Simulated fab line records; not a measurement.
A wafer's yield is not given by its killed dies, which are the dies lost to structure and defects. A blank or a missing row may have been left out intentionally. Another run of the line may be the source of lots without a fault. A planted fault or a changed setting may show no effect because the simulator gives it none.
Chamber matching    flow nandHarc    NHARC_A_WL_FILL_ALD_10 on aldHk-01: 4 sister chambers
The step deposits SiO2, target thk 50 nm, pulse time 10 s, ald cycles 500. 4 wafers are shown with their chamber, then 8 later ones without.

## WAFERS WITH THEIR CHAMBER
wafer   chamber  heaterPowerW (W)
L084.1  1        572
L084.3  0        547
L084.4  3        442
L085.4  2        492

## WAFERS WHOSE CHAMBER IS MISSING
wafer   heaterPowerW (W)
L085.5  451
L085.6  505
L087.3  441
L087.1  571
L087.6  431
L092.4  509
L092.2  586
L092.6  509

## CHAMBER TAKEN BY EACH
wafer   from the rows above      in truth
L085.5  3                        3
L085.6  2                        2
L087.3  3                        3
L087.1  can't be placed: 1 or 0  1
L087.6  3                        3
L092.4  can't be placed: 2 or 0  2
L092.2  1                        1
L092.6  can't be placed: 2 or 0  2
Placed correctly: 5 of 8. Not placeable from these rows: 3 (in 3, the candidates include the true chamber). Number placed wrongly: 0.
How it was worked out, from the rows above alone: a wafer's distance from a chamber is the root of the sum, over the readings, of the square of ((its reading less the chamber's mean) divided by the reading's scatter). The wafer belongs to the nearest chamber; if the next one is less than 2 further off, it can't be placed. For every chamber, the mean is computed from those of its wafers that are shown. The scatter: with one shown wafer a chamber, the root of the mean of the squares of how far each hidden wafer lies from its nearest shown one.
